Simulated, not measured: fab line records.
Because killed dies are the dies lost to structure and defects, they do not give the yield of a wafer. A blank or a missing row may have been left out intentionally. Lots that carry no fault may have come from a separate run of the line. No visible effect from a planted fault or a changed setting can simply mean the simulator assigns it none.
Split-lot study | flow n5 finfet | 21 wafers read across 7 lots, on a route 1938 steps long

## THE SPLIT
At N5_BEOL_M12_EXPOSE_07 (exposes mask V11), the setting dose mj was moved away from the recipe's 32.5 on 6 of the 21 wafers read, by -2.7% to +5.9%. The other wafers ran this setting at the recipe's value.

## FROM THE SPLIT TO THE READING: what the file shows between them, 3 steps
- N5_BEOL_M12_PEB_08: peb time 90 s
- N5_BEOL_M12_DEVELOP_09: develop time 45 s
- N5_BEOL_M12_HARDBAKE_14: time 120 s

## THE READING
At N5_BEOL_M12_CD_MEAS_10: cd nm in nanometres, against a target cd of 140 nm. On this fab line, fault-free wafers typically give 140.7 nm with a standard deviation of 2 nm.

wafer  | tool, chamber at the split | dose mj as run | against the recipe | cd nm, nm | against lot-mates on the recipe
L080.1 | krf scanner-01, 0          | 32.5           | recipe             | 141.8     | -
L080.5 | krf scanner-01, 0          | 34.41          | +5.9%              | 151.0     | +9.2
L080.6 | krf scanner-01, 0          | 34.41          | +5.9%              | 148.8     | +7.0
L078.3 | krf scanner-02, 0          | 32.5           | recipe             | 142.3     | -
L078.4 | krf scanner-02, 0          | 32.5           | recipe             | 145.3     | -
L078.6 | krf scanner-02, 0          | 32.5           | recipe             | 142.8     | -
L085.1 | krf scanner-01, 0          | 32.5           | recipe             | 138.0     | -
L085.4 | krf scanner-01, 0          | 32.5           | recipe             | 137.6     | -
L085.5 | krf scanner-01, 0          | 32.5           | recipe             | 135.9     | -
L086.3 | krf scanner-01, 0          | 32.5           | recipe             | 141.0     | -
L086.5 | krf scanner-01, 0          | 32.5           | recipe             | 141.7     | -
L086.6 | krf scanner-01, 0          | 32.5           | recipe             | 140.1     | -
L091.2 | krf scanner-02, 0          | 31.85          | -2.0%              | 137.6     | -1.3
L091.3 | krf scanner-02, 0          | 32.5           | recipe             | 138.9     | -
L091.5 | krf scanner-02, 0          | 31.85          | -2.0%              | 137.2     | -1.7
L094.3 | krf scanner-02, 0          | 32.5           | recipe             | 141.0     | -
L094.5 | krf scanner-02, 0          | 32.5           | recipe             | 139.0     | -
L094.6 | krf scanner-02, 0          | 32.5           | recipe             | 140.9     | -
L095.3 | krf scanner-01, 0          | 31.63          | -2.7%              | 136.4     | -3.1
L095.4 | krf scanner-01, 0          | 31.63          | -2.7%              | 137.4     | -2.1
L095.6 | krf scanner-01, 0          | 32.5           | recipe             | 139.5     | -

FIT RESULTS
A straight line over all 21 wafers: cd nm changes by +1.56 nm for each +1% of dose mj; r = +0.86; the points scatter about the line by 2.1 nm.
The same after taking each lot's own level away (the mean of its wafers on the recipe; 21 wafers): +1.25 nm for each +1%; r = +0.94; scatter 0.96 nm.
Per that fit: largest dose mj move, reading shift of 7.4 nm.
The span of the lots' own levels, 137.17 to 143.47 nm, comes to 3.2 times the standard deviation stated above.
Thus the slope moves with the lot-to-lot level: the two fits are different.
Check: +6.48 nm against its lot-mates is what the line predicts for one of the wafers moved furthest among these (+5.9%) when that wafer is left out of the fit. It came out at +9.2 nm against them.

## FILE'S OWN FIT
cd nm changes by +1.26 nm for each +1% of dose mj, r = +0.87.
